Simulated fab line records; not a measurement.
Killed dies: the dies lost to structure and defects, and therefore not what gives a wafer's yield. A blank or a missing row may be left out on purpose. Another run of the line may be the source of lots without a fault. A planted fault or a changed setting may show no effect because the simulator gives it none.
Chamber matching / flow n5-finfet / 4 sister chambers for N5_BEOL_M10_ETCH_66 on rie-diel-06
The step etches SOC in N2/H2, target depth 120 nm, overetch 24 nm, time 180 s. 14 wafers are shown with their chamber, then 7 later ones without.

EACH WAFER AND ITS CHAMBER
wafer=L075.1; chamber=3; drypump-motor-current-A (A)=5.8; showerhead-plenum-p-Torr (Torr)=2.53; throttle-valve-pct (%)=18.06
wafer=L075.3; chamber=1; drypump-motor-current-A (A)=5.2; showerhead-plenum-p-Torr (Torr)=2.53; throttle-valve-pct (%)=17.58
wafer=L075.5; chamber=0; drypump-motor-current-A (A)=4.9; showerhead-plenum-p-Torr (Torr)=2.48; throttle-valve-pct (%)=17.78
wafer=L076.1; chamber=0; drypump-motor-current-A (A)=4.9; showerhead-plenum-p-Torr (Torr)=2.48; throttle-valve-pct (%)=17.79
wafer=L076.4; chamber=3; drypump-motor-current-A (A)=5.8; showerhead-plenum-p-Torr (Torr)=2.53; throttle-valve-pct (%)=18.07
wafer=L076.5; chamber=2; drypump-motor-current-A (A)=6.6; showerhead-plenum-p-Torr (Torr)=2.60; throttle-valve-pct (%)=17.87
wafer=L081.1; chamber=1; drypump-motor-current-A (A)=5.2; showerhead-plenum-p-Torr (Torr)=2.52; throttle-valve-pct (%)=17.61
wafer=L081.3; chamber=2; drypump-motor-current-A (A)=6.6; showerhead-plenum-p-Torr (Torr)=2.60; throttle-valve-pct (%)=17.48
wafer=L081.5; chamber=1; drypump-motor-current-A (A)=5.2; showerhead-plenum-p-Torr (Torr)=2.52; throttle-valve-pct (%)=17.62
wafer=L083.2; chamber=2; drypump-motor-current-A (A)=6.6; showerhead-plenum-p-Torr (Torr)=2.59; throttle-valve-pct (%)=17.49
wafer=L083.3; chamber=1; drypump-motor-current-A (A)=5.1; showerhead-plenum-p-Torr (Torr)=2.52; throttle-valve-pct (%)=17.62
wafer=L083.6; chamber=2; drypump-motor-current-A (A)=6.6; showerhead-plenum-p-Torr (Torr)=2.59; throttle-valve-pct (%)=17.49
wafer=L084.1; chamber=3; drypump-motor-current-A (A)=5.8; showerhead-plenum-p-Torr (Torr)=2.52; throttle-valve-pct (%)=18.07
wafer=L084.5; chamber=0; drypump-motor-current-A (A)=4.9; showerhead-plenum-p-Torr (Torr)=2.47; throttle-valve-pct (%)=17.81

SIGNATURES (means of the wafers above)
reading=drypump-motor-current-A; chamber 0=4.900; chamber 1=5.175; chamber 2=6.600; chamber 3=5.800; scatter within a chamber=0.0274
reading=showerhead-plenum-p-Torr; chamber 0=2.4767; chamber 1=2.5225; chamber 2=2.5950; chamber 3=2.5267; scatter within a chamber=0.00555
reading=throttle-valve-pct; chamber 0=17.7933; chamber 1=17.6075; chamber 2=17.5825; chamber 3=18.0667; scatter within a chamber=0.106
Rule: a wafer lies at a distance from a chamber equal to the root of the sum of squares, over the readings, of (its reading less the chamber's mean, divided by the reading's scatter). The wafer belongs to the nearest chamber; if the next one is less than 2 further off, it can't be placed. The scatter is the square root of a quotient: the sum, over the shown wafers, of each reading's squared deviation from its chamber's mean, divided by wafers minus chambers.

WAFERS MISSING THEIR CHAMBER
wafer=L084.6; drypump-motor-current-A (A)=5.2; showerhead-plenum-p-Torr (Torr)=2.52; throttle-valve-pct (%)=17.64
wafer=L090.1; drypump-motor-current-A (A)=5.2; showerhead-plenum-p-Torr (Torr)=2.51; throttle-valve-pct (%)=17.66
wafer=L090.5; drypump-motor-current-A (A)=4.9; showerhead-plenum-p-Torr (Torr)=2.46; throttle-valve-pct (%)=17.83
wafer=L090.6; drypump-motor-current-A (A)=5.8; showerhead-plenum-p-Torr (Torr)=2.52; throttle-valve-pct (%)=18.12
wafer=L093.3; drypump-motor-current-A (A)=5.2; showerhead-plenum-p-Torr (Torr)=2.51; throttle-valve-pct (%)=17.65
wafer=L093.5; drypump-motor-current-A (A)=6.6; showerhead-plenum-p-Torr (Torr)=2.58; throttle-valve-pct (%)=17.53
wafer=L093.6; drypump-motor-current-A (A)=4.9; showerhead-plenum-p-Torr (Torr)=2.46; throttle-valve-pct (%)=17.85

THE CHAMBER EACH PASSED THROUGH
wafer=L084.6; from the rows above=1; in truth=1
wafer=L090.1; from the rows above=1; in truth=1
wafer=L090.5; from the rows above=0; in truth=0
wafer=L090.6; from the rows above=3; in truth=3
wafer=L093.3; from the rows above=1; in truth=1
wafer=L093.5; from the rows above=2; in truth=2
wafer=L093.6; from the rows above=0; in truth=0
7 of 7 placed correctly. Not placeable from these rows: 0. 0 placed wrongly.
